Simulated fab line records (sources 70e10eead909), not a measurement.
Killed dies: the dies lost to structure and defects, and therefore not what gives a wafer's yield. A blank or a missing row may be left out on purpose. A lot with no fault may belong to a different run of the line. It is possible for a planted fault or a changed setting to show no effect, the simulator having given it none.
Matching of chambers || flow nand harc || rie diel-11 running NHARC_P_ZERO_WELL_ETCH_65: 4 sister chambers
The step etches the open film in N2/H2, target depth 80 nm, overetch 24 nm, time 87.88 s. 14 wafers are shown with their chamber, then 7 later ones without.

## WAFERS PAIRED WITH THEIR CHAMBERS
{"wafer": "L996.1", "chamber": 1, "showerhead plenum p Torr (Torr)": 1.90, "drypump motor current A (A)": 5.5, "run length s (s)": 108.8}
{"wafer": "L996.3", "chamber": 3, "showerhead plenum p Torr (Torr)": 2.08, "drypump motor current A (A)": 6.1, "run length s (s)": 109.4}
{"wafer": "L996.6", "chamber": 3, "showerhead plenum p Torr (Torr)": 2.08, "drypump motor current A (A)": 6.0, "run length s (s)": 109.4}
{"wafer": "L997.1", "chamber": 0, "showerhead plenum p Torr (Torr)": 2.18, "drypump motor current A (A)": 5.7, "run length s (s)": 109.3}
{"wafer": "L997.2", "chamber": 2, "showerhead plenum p Torr (Torr)": 1.88, "drypump motor current A (A)": 6.2, "run length s (s)": 108.3}
{"wafer": "L997.5", "chamber": 2, "showerhead plenum p Torr (Torr)": 1.88, "drypump motor current A (A)": 6.2, "run length s (s)": 108.4}
{"wafer": "L999.2", "chamber": 1, "showerhead plenum p Torr (Torr)": 1.90, "drypump motor current A (A)": 5.5, "run length s (s)": 108.7}
{"wafer": "L999.3", "chamber": 2, "showerhead plenum p Torr (Torr)": 1.87, "drypump motor current A (A)": 6.2, "run length s (s)": 108.4}
{"wafer": "L999.5", "chamber": 1, "showerhead plenum p Torr (Torr)": 1.90, "drypump motor current A (A)": 5.5, "run length s (s)": 108.9}
{"wafer": "L100.2", "chamber": 1, "showerhead plenum p Torr (Torr)": 1.90, "drypump motor current A (A)": 5.5, "run length s (s)": 108.9}
{"wafer": "L100.3", "chamber": 2, "showerhead plenum p Torr (Torr)": 1.87, "drypump motor current A (A)": 6.1, "run length s (s)": 108.6}
{"wafer": "L100.5", "chamber": 2, "showerhead plenum p Torr (Torr)": 1.87, "drypump motor current A (A)": 6.1, "run length s (s)": 108.4}
{"wafer": "L112.3", "chamber": 1, "showerhead plenum p Torr (Torr)": 1.88, "drypump motor current A (A)": 5.4, "run length s (s)": 109.3}
{"wafer": "L112.5", "chamber": 3, "showerhead plenum p Torr (Torr)": 2.06, "drypump motor current A (A)": 6.0, "run length s (s)": 109.5}

SIGNATURES, as means of the wafers listed above
{"reading": "showerhead plenum p Torr", "chamber 0": 2.1800, "chamber 1": 1.8960, "chamber 2": 1.8740, "chamber 3": 2.0733, "scatter within a chamber": 0.00841}
{"reading": "drypump motor current A", "chamber 0": 5.700, "chamber 1": 5.480, "chamber 2": 6.160, "chamber 3": 6.033, "scatter within a chamber": 0.0516}
{"reading": "run length s", "chamber 0": 109.300, "chamber 1": 108.920, "chamber 2": 108.420, "chamber 3": 109.433, "scatter within a chamber": 0.162}
Rule: a wafer's distance from a chamber is the root of the sum, over the readings, of the square of ((its reading less the chamber's mean) divided by the reading's scatter). If the next closest chamber is less than 2 further off than the closest, the wafer can't be placed; otherwise it belongs to the closest. The scatter is the square root of a quotient: the sum, over the shown wafers, of each reading's squared deviation from its chamber's mean, divided by wafers minus chambers.

## WAFERS WITHOUT THEIR CHAMBER
{"wafer": "L112.6", "showerhead plenum p Torr (Torr)": 2.21, "drypump motor current A (A)": 6.2, "run length s (s)": 108.7}
{"wafer": "L113.1", "showerhead plenum p Torr (Torr)": 2.21, "drypump motor current A (A)": 6.1, "run length s (s)": 108.2}
{"wafer": "L113.2", "showerhead plenum p Torr (Torr)": 1.88, "drypump motor current A (A)": 5.4, "run length s (s)": 108.7}
{"wafer": "L113.5", "showerhead plenum p Torr (Torr)": 2.16, "drypump motor current A (A)": 5.6, "run length s (s)": 109.5}
{"wafer": "L118.1", "showerhead plenum p Torr (Torr)": 1.88, "drypump motor current A (A)": 5.5, "run length s (s)": 109.0}
{"wafer": "L118.4", "showerhead plenum p Torr (Torr)": 2.06, "drypump motor current A (A)": 6.0, "run length s (s)": 109.4}
{"wafer": "L118.6", "showerhead plenum p Torr (Torr)": 2.20, "drypump motor current A (A)": 6.1, "run length s (s)": 108.4}

## CHAMBER TAKEN BY EACH
{"wafer": "L112.6", "from the rows above": 0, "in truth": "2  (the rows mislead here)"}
{"wafer": "L113.1", "from the rows above": 0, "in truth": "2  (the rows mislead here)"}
{"wafer": "L113.2", "from the rows above": 1, "in truth": 1}
{"wafer": "L113.5", "from the rows above": 0, "in truth": 0}
{"wafer": "L118.1", "from the rows above": 1, "in truth": 1}
{"wafer": "L118.4", "from the rows above": 3, "in truth": 3}
{"wafer": "L118.6", "from the rows above": 0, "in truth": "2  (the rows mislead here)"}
4 of 7 placed correctly. Number that these rows cannot place: 0. 3 placed wrongly.
